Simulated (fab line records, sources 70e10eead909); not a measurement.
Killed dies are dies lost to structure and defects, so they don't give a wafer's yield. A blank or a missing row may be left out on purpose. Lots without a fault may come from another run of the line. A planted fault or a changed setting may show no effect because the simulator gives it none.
fab line records | flow nand_harc
record lots=15 wafers=45 last_day=33
route steps=1302 shown A_M0@1161 A_M1@1179
lots that met no fault: from a run of the same line without faults
start_h: hours from the record's first day to the start of the lot's first wafer shown | wait_h: hours since the lot's step before | " the same as in the row above | L1.1+2: a row that stands for several wafers | - no value, or no start given | * or withheld: withheld | < > ~ a bound
route shown NAME@n: a module of which the file shows steps, and the number in the route of the first | usual: mean/standard deviation of fault-free wafers | same: alike in all rows | chamber/n: place in a boat | sites: the reading at each site | _std_site: their standard deviation | _edge_site: outer sites' mean less inner sites' | radius_mm: how far each site lies from the wafer's centre | mask NAME#n: copy n | behind: the tool/chamber that last shaped the wafer | hold: why the lot was held/for how many hours/how that ended | device: the transistor (n, p or np) that didn't switch | end of line: the same wafers' tests at the end of the route | a step without rows: its recipe alone | killed: dies lost to structure and defects at the first sort, not the wafer's yield | map: a wafer's dies, x killed, . not, _ none there
set.NAME: the setting as run; set.NAME@STEP: as run at that earlier step | model.NAME: the simulator's own value behind a step, which no gauge read
steps of the route over a sample of lots; a table a step, a row a wafer
services: from which hour (start_h, from the record's first day; less than 0 if before it) a tool's chamber was out of use, for how many hours, and why
## steps
# step NHARC_A_M0_ANNEAL_30
# recipe temp_c=225 time_s=90
# usual wafer_temp_C_max=225.80/0.29
# columns lot.wafer tool chamber start_h wait_h wafer_temp_C_max
L230.2 rtp_anneal-01 0 522.95 - 225.56
L230.3 " 0 " " 225.62
L230.6 " 0 " " 225.66
L231.2 rtp_anneal-02 0 526.81 - 226.08
L231.5 " 0 " " 226.02
L231.6 " 0 " " 225.65
L233.1 rtp_anneal-01 0 557.03 - 225.66
L233.3 " 0 " " 225.31
L233.4 " 0 " " 225.42
L232.1 rtp_anneal-01 0 559.90 0.3 225.66
L232.3 " 0 " " 225.76
L232.4 " 0 " " 225.55
L235.2 rtp_anneal-01 0 569.96 - 225.61
L235.3 " 0 " " 225.75
L235.6 " 0 " " 225.80
L237.1 rtp_anneal-01 0 587.69 - 226.03
L237.2 " 0 " " 225.60
L237.6 " 0 " " 225.84
L236.4 rtp_anneal-02 0 588.12 - 225.89
L236.5 " 0 " " 226.16
L236.6 " 0 " " 226.23
L245.4 rtp_anneal-02 0 669.70 - 225.95
L245.5 " 0 " " 226.04
L245.6 " 0 " " 225.82
L246.1 rtp_anneal-02 0 682.77 0.3 226.12
L246.3 " 0 " " 226.10
L246.6 " 0 " " 226.33
L247.1 rtp_anneal-02 0 707.29 - 226.27
L247.4 " 0 " " 225.77
L247.5 " 0 " " 225.91
L251.2 rtp_anneal-01 0 722.19 0.4 225.28
L251.3 " 0 " " 225.56
L251.4 " 0 " " 225.61
L249.2 rtp_anneal-01 0 723.80 - 225.76
L249.4 " 0 " " 225.53
L249.5 " 0 " " 225.80
L250.4 rtp_anneal-01 0 727.51 - 225.50
L250.5 " 0 " " 225.45
L250.6 " 0 " " 225.58
L252.4 rtp_anneal-01 0 739.15 - 225.84
L252.5 " 0 " " 225.62
L252.6 " 0 " " 225.52
L253.3 rtp_anneal-01 0 753.21 0.3 225.57
L253.4 " 0 " " 225.66
L253.5 " 0 " " 225.67
# step NHARC_A_M1_CD_MEAS_09
# recipe target_cd_nm=120 landing_energy_ev=500
# usual cd_nm=119.9/0.81
# columns lot.wafer tool chamber start_h wait_h cd_nm
L230.2 cd_sem-03 0 525.11 - 119.9
L230.3 " 0 " " 119.9
L230.6 " 0 " " 119.5
L231.2 cd_sem-02 0 529.01 - 119.9
L231.5 " 0 " " 117.1
L231.6 " 0 " " 118.9
L233.1 cd_sem-01 0 561.30 - 120.8
L233.3 " 0 " " 121.0
L233.4 " 0 " " 120.3
L232.1 cd_sem-01 0 561.97 - 119.9
L232.3 " 0 " " 119.3
L232.4 " 0 " " 119.1
L235.2 cd_sem-01 0 572.12 - 118.8
L235.3 " 0 " " 119.5
L235.6 " 0 " " 120.3
L237.1 cd_sem-01 0 589.91 - 119.5
L237.2 " 0 " " 119.8
L237.6 " 0 " " 120.9
L236.4 cd_sem-03 0 590.17 - 120.7
L236.5 " 0 " " 120.6
L236.6 " 0 " " 120.0
L245.4 cd_sem-01 0 671.62 - 119.9
L245.5 " 0 " " 118.5
L245.6 " 0 " " 119.6
L246.1 cd_sem-01 0 684.99 - 119.8
L246.3 " 0 " " 117.8
L246.6 " 0 " " 120.0
L247.1 cd_sem-03 0 709.50 - 120.0
L247.4 " 0 " " 120.2
L247.5 " 0 " " 121.3
L251.2 cd_sem-02 0 724.36 - 120.2
L251.3 " 0 " " 120.3
L251.4 " 0 " " 119.8
L249.2 cd_sem-02 0 725.83 - 120.7
L249.4 " 0 " " 120.6
L249.5 " 0 " " 120.2
L250.4 cd_sem-03 0 729.70 - 119.9
L250.5 " 0 " " 120.0
L250.6 " 0 " " 120.4
L252.4 cd_sem-03 0 741.22 - 118.6
L252.5 " 0 " " 120.9
L252.6 " 0 " " 121.6
L253.3 cd_sem-02 0 755.29 - 119.7
L253.4 " 0 " " 119.9
L253.5 " 0 " " 120.7
# step NHARC_A_M1_INSPECT_11
# usual raw_defect_count=88/39
# columns lot.wafer tool chamber start_h wait_h raw_defect_count
L230.2 defect_inspect-01 - 525.23 0.0 67
L230.3 " - " " 62
L230.6 " - " " 65
L231.2 defect_inspect-02 - 529.13 0.0 96
L231.5 " - " " 109
L231.6 " - " " 92
L233.1 defect_inspect-01 - 561.42 0.0 87
L233.3 " - " " 109
L233.4 " - " " 109
L232.1 defect_inspect-02 - 562.10 0.0 57
L232.3 " - " " 58
L232.4 " - " " 76
L235.2 defect_inspect-02 - 572.24 0.0 110
L235.3 " - " " 108
L235.6 " - " " 123
L237.1 defect_inspect-01 - 590.03 0.0 29
L237.2 " - " " 27
L237.6 " - " " 23
L236.4 defect_inspect-01 - 590.28 0.0 158
L236.5 " - " " 168
L236.6 " - " " 156
L245.4 defect_inspect-02 - 671.73 0.0 19
L245.5 " - " " 31
L245.6 " - " " 37
L246.1 defect_inspect-01 - 685.11 0.0 137
L246.3 " - " " 136
L246.6 " - " " 149
L247.1 defect_inspect-02 - 709.63 0.0 74
L247.4 " - " " 70
L247.5 " - " " 70
L251.2 defect_inspect-01 - 724.48 0.0 28
L251.3 " - " " 41
L251.4 " - " " 32
L249.2 defect_inspect-01 - 725.95 0.0 115
L249.4 " - " " 134
L249.5 " - " " 110
L250.4 defect_inspect-01 - 729.82 0.0 121
L250.5 " - " " 124
L250.6 " - " " 121
L252.4 defect_inspect-02 - 741.34 0.0 71
L252.5 " - " " 86
L252.6 " - " " 78
L253.3 defect_inspect-01 - 755.41 0.0 111
L253.4 " - " " 89
L253.5 " - " " 97
# step NHARC_A_M1_ETCH_15
# recipe target_depth_a=1825 time_s=91.2 c4f8_flow_sccm=withheld ar_flow_sccm=400 rf_w=600 bias_w=300 chemistry=C4F8/Ar
# usual bias_w=299.9/0.99 chamber_pressure_mTorr=25.002/0.023 oes_product_au=0.965/0.019 rf_vpp_V=441.7/2.1
# columns lot.wafer tool chamber start_h wait_h bias_w chamber_pressure_mTorr oes_product_au rf_hours_counter_h rf_vpp_V
L230.2 rie_diel-09 2 525.48 - 300.0 24.975 0.948 0.4 440.8
L230.3 " 3 " " 298.3 24.973 0.966 0.4 442.6
L230.6 " 1 " " 300.0 24.981 0.991 - 444.7
L231.2 rie_diel-06 1 529.39 - 300.2 25.007 0.955 2.4 440.7
L231.6 " 2 " " 301.1 25.009 0.962 - 443.0
L231.5 " 3 " " 300.0 25.037 0.958 - 440.0
L233.1 rie_diel-06 2 561.66 - 299.2 24.989 0.955 4.1 442.3
L233.4 " 0 " " 300.9 25.027 0.986 4.1 441.2
L233.3 " 1 " " 299.8 24.969 0.959 4.0 441.2
L232.4 rie_diel-06 0 562.33 - 298.9 25.036 0.943 4.2 442.6
L232.1 " 1 " " 301.2 25.013 0.916 4.1 441.6
L232.3 " 3 " " 300.1 25.005 0.944 4.3 439.2
L235.3 rie_diel-01 3 572.49 - - - - - -
L235.2 " 0 " " - - - - -
L235.6 " 1 " " - - - - -
L237.1 rie_diel-01 1 590.28 - - - - - -
L237.2 " 3 " " - - - - -
L237.6 " 1 " " - - - - -
L236.4 rie_diel-06 2 590.52 - - - - - -
L236.6 " 2 " " - - - - -
L236.5 " 3 " " - - - - -
L245.4 rie_diel-06 3 671.99 - 300.7 25.059 0.995 0.0 439.0
L245.5 " 0 " " 298.6 24.991 0.959 - 444.2
L245.6 " 1 " " 298.3 24.971 0.955 - 441.3
L246.1 rie_diel-06 1 685.35 - 300.1 25.027 0.977 1.3 441.6
L246.3 " 0 " " 300.3 25.014 0.977 1.0 444.7
L246.6 " 2 " " 298.9 24.972 0.970 - 443.3
L247.1 rie_diel-06 0 709.88 - 299.7 24.939 0.962 1.9 440.9
L247.4 " 1 " " 300.3 25.005 0.956 2.1 440.6
L247.5 " 2 " " 301.0 25.014 0.988 - 442.6
L251.4 rie_diel-01 1 724.72 - 298.7 25.001 0.986 3.6 441.7
L251.2 " 2 " " 300.5 25.003 0.965 3.5 442.5
L251.3 " 3 " " 300.2 25.029 0.957 3.5 439.6
L249.4 rie_diel-09 3 726.18 - 298.8 25.003 0.966 3.6 442.3
L249.2 " 0 " " 301.2 25.023 0.966 3.6 443.7
L249.5 " 0 " " 301.8 25.003 0.960 - 444.9
L250.4 rie_diel-06 0 730.07 - 302.5 24.980 0.928 3.1 443.4
L250.5 " 1 " " 299.0 25.013 0.926 - 440.8
L250.6 " 2 " " 301.1 25.002 0.916 - 442.8
L252.4 rie_diel-06 1 741.58 - 297.7 24.993 0.926 4.3 441.7
L252.6 " 3 " " 300.3 25.031 0.934 - 437.9
L252.5 " 0 " " 300.7 25.011 0.931 - 442.2
L253.4 rie_diel-06 2 755.65 - 299.6 24.998 0.974 5.3 443.2
L253.3 " 0 " " 300.0 25.008 0.962 4.5 441.7
L253.5 " 3 " " 300.1 24.996 0.958 - 440.0
## services
# columns tool chamber start_h hours kind
rie_diel-06 0 517.95 - clean
rie_diel-06 1 517.95 - clean
rie_diel-06 2 517.95 - clean
rie_diel-06 3 517.95 - clean
rie_diel-09 2 533.51 3.5 repair
rie_diel-01 0 539.28 3.0 repair
rie_diel-06 0 542.45 - clean
rie_diel-06 1 542.45 - clean
rie_diel-06 2 542.45 - clean
rie_diel-06 3 542.45 - clean
rie_diel-01 - 557.82 9.0 pm
rie_diel-06 0 566.95 - clean
rie_diel-06 1 566.95 - clean
rie_diel-06 1 600.42 3.5 repair
rie_diel-01 2 607.39 15.4 repair
rie_diel-01 3 621.53 10.6 repair
rie_diel-09 2 639.37 20.3 repair
rie_diel-06 - 661.42 9.0 pm
rie_diel-09 - 674.11 9.0 pm
rie_diel-01 - 676.24 4.4 repair
rie_diel-09 - 703.33 0.5 repair
rie_diel-01 - 734.82 9.0 pm
rie_diel-09 0 740.32 7.1 repair
rtp_anneal-02 - 744.00 12.0 pm
## key
first_sign step=NHARC_A_M1_ETCH_15 reading=tool_record direction=missing
effect none on later readings
met_at NHARC_A_M1_ETCH_15
struck_lots L235,L236,L237
later_rows_left_out L235.2,L235.3,L235.6,L236.4,L236.5,L236.6,L237.1,L237.2,L237.6
sort_left_out L235.2,L235.3,L235.6,L236.4,L236.5,L236.6,L237.1,L237.2,L237.6
not_acting_at NHARC_A_M0_ANNEAL_30,NHARC_A_M1_CD_MEAS_09,NHARC_A_M1_INSPECT_11
onset_between 562.33 572.49
fault kind=skipped_step_whole tool=rie_diel-01,rie_diel-06 chamber=- onset_h=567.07 steps=NHARC_A_M1_ETCH_15 scope=struck_lots_only
# sort_left_out: the simulated sort isn't trusted on such a fault, so these wafers' sort isn't shown, and their yield isn't known
# later_rows_left_out: the simulator's readings of these wafers behind a module that went badly wrong aren't trusted and aren't shown, but for the sort
